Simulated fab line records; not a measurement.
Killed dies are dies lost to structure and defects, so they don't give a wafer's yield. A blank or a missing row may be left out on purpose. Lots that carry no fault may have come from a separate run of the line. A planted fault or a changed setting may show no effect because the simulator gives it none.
Which of the tools did it? + flow nand-harc + Sampling: 13 lots, 39 wafers, 4 of 1302 route steps

== WHAT THE GAUGES READ, wafer by wafer ==
NHARC_P_GATE_CD_MEAS_46 targets a cd of 720 nm. Usual: 720.7 nm for cd-nm, sd 1.3.
| lot  | measured     | on        | cd-nm (nm)        | flag |
|------|--------------|-----------|-------------------|------|
| L937 | day 5 22:27  | cd-sem-01 | 718.7 719.3 719.3 |      |
| L941 | day 7 17:26  | cd-sem-01 | 722.6 721.6 725.0 |      |
| L943 | day 8 11:50  | cd-sem-02 | 721.7 721.8 720.9 |      |
| L944 | day 9 04:53  | cd-sem-01 | 721.2 719.7 720.9 |      |
| L945 | day 9 08:46  | cd-sem-03 | 721.3 721.0 719.9 |      |
| L947 | day 10 08:11 | cd-sem-01 | 720.1 719.9 720.0 |      |
| L948 | day 10 08:37 | cd-sem-02 | 722.6 722.0 720.8 |      |
| L951 | day 11 18:31 | cd-sem-02 | 717.9 718.3 718.0 |      |
| L950 | day 11 19:28 | cd-sem-03 | 719.5 719.8 719.2 |      |
| L957 | day 14 01:19 | cd-sem-02 | 722.1 721.0 720.3 |      |
| L956 | day 14 01:34 | cd-sem-02 | 720.8 723.1 719.6 |      |
| L958 | day 14 15:11 | cd-sem-03 | 723.8 719.9 720.2 |      |
| L959 | day 15 02:48 | cd-sem-03 | 720.8 720.6 720.7 |      |

NHARC_P_GATE_CD_MEAS_91 targets a cd of 2000 nm. Usual: 1999.9 nm for cd-nm, sd 1.2.
| lot  | measured     | on        | cd-nm (nm)           | flag |
|------|--------------|-----------|----------------------|------|
| L937 | day 6 01:41  | cd-sem-03 | 2000.6 2001.1 2000.8 |      |
| L941 | day 7 20:54  | cd-sem-03 | 2000.5 2000.3 1999.5 |      |
| L943 | day 8 15:19  | cd-sem-02 | 2000.0 1999.1 1999.3 |      |
| L944 | day 9 08:10  | cd-sem-01 | 1998.9 1999.7 2000.6 |      |
| L945 | day 9 12:16  | cd-sem-03 | 2000.0 2000.7 2001.0 |      |
| L947 | day 10 11:32 | cd-sem-01 | 2001.6 2000.5 2002.0 |      |
| L948 | day 10 12:06 | cd-sem-02 | 1973.8 1973.2 1973.0 | OFF  |
| L951 | day 11 21:59 | cd-sem-03 | 1999.7 1999.6 1999.0 |      |
| L950 | day 11 22:48 | cd-sem-02 | 1998.7 1999.1 1998.3 |      |
| L957 | day 14 04:47 | cd-sem-03 | 1998.8 1998.4 2000.4 |      |
| L956 | day 14 04:56 | cd-sem-01 | 2002.7 2001.7 2001.8 |      |
| L958 | day 14 18:40 | cd-sem-03 | 1999.8 2000.0 1999.7 |      |
| L959 | day 15 06:17 | cd-sem-03 | 1998.6 1999.7 1998.6 |      |

== WHICH TOOL RAN EACH LOT (tool, then ch and the chambers of the sampled wafers, then the start) ==
| lot  | NHARC_P_GATE_STRIP_112               | NHARC_P_GATE_EXPOSE_88            |
|------|--------------------------------------|-----------------------------------|
| L937 | plasma-asher-01 ch 0,1, day 6 00:40  | krf-scanner-01 ch 0, day 6 01:32  |
| L941 | plasma-asher-01 ch 0,1, day 7 19:43  | krf-scanner-04 ch 0, day 7 20:45  |
| L943 | plasma-asher-02 ch 0,1, day 8 14:10  | krf-scanner-01 ch 0, day 8 15:09  |
| L944 | plasma-asher-02 ch 0,1, day 9 07:06  | krf-scanner-01 ch 0, day 9 08:00  |
| L945 | plasma-asher-01 ch 0,1, day 9 11:02  | krf-scanner-02 ch 0, day 9 12:07  |
| L947 | plasma-asher-02 ch 0,1, day 10 10:29 | krf-scanner-02 ch 0, day 10 11:23 |
| L948 | plasma-asher-02 ch 0,1, day 10 10:56 | krf-scanner-04 ch 0, day 10 11:57 |
| L951 | plasma-asher-02 ch 0,1, day 11 20:49 | krf-scanner-02 ch 0, day 11 21:50 |
| L950 | plasma-asher-01 ch 0,1, day 11 21:45 | krf-scanner-02 ch 0, day 11 22:39 |
| L957 | plasma-asher-01 ch 0,1, day 14 03:35 | krf-scanner-01 ch 0, day 14 04:37 |
| L956 | plasma-asher-02 ch 0,1, day 14 03:46 | krf-scanner-02 ch 0, day 14 04:47 |
| L958 | plasma-asher-01 ch 0,1, day 14 17:29 | krf-scanner-01 ch 0, day 14 18:30 |
| L959 | plasma-asher-02 ch 0,1, day 15 05:08 | krf-scanner-04 ch 0, day 15 06:08 |
- NHARC_P_GATE_STRIP_112: strips in N2/H2, time 200 s.
- NHARC_P_GATE_EXPOSE_88: exposes mask P HVN, target cd 2000 nm.

== AS READ BY THE TOOLS THEMSELVES (means over the sampled wafers that have a number; for cases with no such wafer, the mark the record gives instead) ==
NHARC_P_GATE_STRIP_112. Usual: drypump-motor-current-A 6.07 A, standard deviation 0.15; heater-power-w 84 W, standard deviation 6.1; temp-c 109.98 C, standard deviation 0.13.
| lot  | tool            | drypump-motor-current-A (A) | heater-power-w (W) | temp-c (C) | flag |
|------|-----------------|-----------------------------|--------------------|------------|------|
| L937 | plasma-asher-01 | 6.23                        | 84                 | 110.06     |      |
| L941 | plasma-asher-01 | 6.22                        | 83                 | 110.09     |      |
| L943 | plasma-asher-02 | 5.91                        | 85                 | 109.94     |      |
| L944 | plasma-asher-02 | 5.96                        | 89                 | 109.96     |      |
| L945 | plasma-asher-01 | 6.22                        | 78                 | 109.93     |      |
| L947 | plasma-asher-02 | 5.94                        | 89                 | 110.01     |      |
| L948 | plasma-asher-02 | 5.95                        | 89                 | 110.01     |      |
| L951 | plasma-asher-02 | 5.92                        | 89                 | 109.94     |      |
| L950 | plasma-asher-01 | 6.20                        | 77                 | 109.98     |      |
| L957 | plasma-asher-01 | 6.24                        | 78                 | 109.95     |      |
| L956 | plasma-asher-02 | 5.92                        | 87                 | 109.86     |      |
| L958 | plasma-asher-01 | 6.21                        | 78                 | 110.08     |      |
| L959 | plasma-asher-02 | 5.94                        | 88                 | 109.83     |      |

== THE ANSWER, worked out from the rows above alone ==
Rule: a lot is off if the mean of its wafers that have a number lies more than 3 standard deviations from the usual mean. Also off: a lot with no number at a reading for which 4 or more lots have one. Any other lot the step has rows for is counted as sound. Order of review: gauges by route order, followed by the tools' own readings, for which a lot's mean as printed above is used. The first step at which some lot is off is used, and at that step the reading that is off furthest; a lot without a number counts as furthest.
Off: L948, at NHARC_P_GATE_CD_MEAS_91 (cd-nm).
If a tool, at a process step before that reading, ran all the lots that are off and no sound lot after the first of them, it fits. Gauges at NHARC_P_GATE_CD_MEAS_91: tried the same way as those tools. Not one of the candidates tried fits.

== WHAT WAS PUT IN BY THE SIMULATOR ==
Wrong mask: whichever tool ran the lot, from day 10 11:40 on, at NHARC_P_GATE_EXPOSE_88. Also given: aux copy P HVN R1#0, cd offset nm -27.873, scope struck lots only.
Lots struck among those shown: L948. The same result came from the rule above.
